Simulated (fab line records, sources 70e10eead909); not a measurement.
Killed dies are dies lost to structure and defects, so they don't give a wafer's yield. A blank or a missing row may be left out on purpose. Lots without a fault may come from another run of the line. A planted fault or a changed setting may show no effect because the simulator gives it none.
Chamber matching | flow nand_harc | NHARC_A_STAIRCASE_STRIP_476 on rie_diel-09: 4 sister chambers
The step strips in O2, time 20 s. 8 wafers are shown with their chamber, then 11 later ones without.

WAFERS WITH THEIR CHAMBER
wafer  | chamber | drypump_motor_current_A (A) | showerhead_plenum_p_Torr (Torr)
L075.3 | 3       | 6.6                         | 3.66
L077.1 | 0       | 5.4                         | 3.52
L084.2 | 0       | 5.3                         | 3.51
L084.3 | 1       | 5.5                         | 3.66
L083.1 | 3       | 6.6                         | 3.64
L083.2 | 2       | 5.5                         | 3.57
L083.6 | 1       | 5.6                         | 3.66
L088.1 | 2       | 5.5                         | 3.56

WAFERS WITHOUT THEIR CHAMBER
wafer  | drypump_motor_current_A (A) | showerhead_plenum_p_Torr (Torr)
L088.3 | 5.6                         | 3.65
L088.4 | 6.6                         | 3.63
L089.1 | 5.6                         | 3.65
L089.2 | 5.5                         | 3.56
L089.3 | 6.6                         | 3.63
L092.1 | 6.6                         | 3.63
L092.2 | 5.3                         | 3.50
L092.4 | 5.5                         | 3.56
L097.1 | 5.6                         | 3.64
L097.5 | 5.3                         | 3.49
L097.6 | 6.6                         | 3.62

WHICH CHAMBER EACH WENT THROUGH
wafer  | from the rows above | in truth
L088.3 | 1                   | 1
L088.4 | 3                   | 3
L089.1 | 1                   | 1
L089.2 | 2                   | 2
L089.3 | 3                   | 3
L092.1 | 3                   | 3
L092.2 | 0                   | 0
L092.4 | 2                   | 2
L097.1 | 1                   | 1
L097.5 | 0                   | 0
L097.6 | 3                   | 3
Placed correctly: 11 of 11. Can't be placed from these rows: 0. Placed wrongly: 0.
How it was worked out, from the rows above alone: a wafer's distance from a chamber is the root of the sum, over the readings, of the square of ((its reading less the chamber's mean) divided by the reading's scatter). The wafer belongs to the nearest chamber; if the next one is less than 2 further off, it can't be placed. A chamber's mean is the mean of its shown wafers. The scatter: the root of (the sum of the squares of (reading less its chamber's mean) over the shown wafers, divided by (wafers less chambers)).
